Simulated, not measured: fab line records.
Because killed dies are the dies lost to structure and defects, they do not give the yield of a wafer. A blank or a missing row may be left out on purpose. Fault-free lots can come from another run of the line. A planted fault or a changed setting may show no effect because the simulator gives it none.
Matching of chambers	flow nand_harc	NHARC_A_STAIRCASE_DEP_156 on pecvd-04: 3 sister chambers
The step deposits SiNx, target thk 50 nm. 6 wafers are shown with their chamber, then 7 later ones without.

== WAFERS, EACH WITH ITS CHAMBER ==
wafer	chamber	heater_power_w (W)	susceptor_temp_C (C)
L077.5	2	593	400.34
L076.1	2	591	400.31
L076.2	0	684	400.09
L076.3	1	660	400.17
L087.1	1	570	399.70
L087.2	0	709	399.83

== WAFERS WITH NO CHAMBER GIVEN ==
wafer	heater_power_w (W)	susceptor_temp_C (C)
L087.3	570	400.01
L090.1	688	399.92
L090.4	578	399.83
L090.5	700	399.95
L092.3	582	399.85
L092.5	662	400.38
L092.6	690	400.17

== WHICH CHAMBER EACH ONE RAN IN ==
wafer	from the rows above	in truth
L087.3	can't be placed: 1 or 2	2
L090.1	can't be placed: 0 or 1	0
L090.4	can't be placed: 1 or 2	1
L090.5	0	0
L092.3	can't be placed: 1 or 2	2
L092.5	can't be placed: 2 or 0 or 1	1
L092.6	can't be placed: 0 or 1 or 2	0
Placed correctly: 1 of 7. These rows do not allow placing 6 (true chamber among the candidates in 6). Number placed wrongly: 0.
How it was worked out, from the rows above alone: a wafer's distance from a chamber is the root of the sum, over the readings, of the square of ((its reading less the chamber's mean) divided by the reading's scatter). The wafer belongs to the nearest chamber; if the next one is less than 2 further off, it can't be placed. For every chamber, the mean is computed from those of its wafers that are shown. The scatter is the square root of a quotient: the sum, over the shown wafers, of each reading's squared deviation from its chamber's mean, divided by wafers minus chambers.
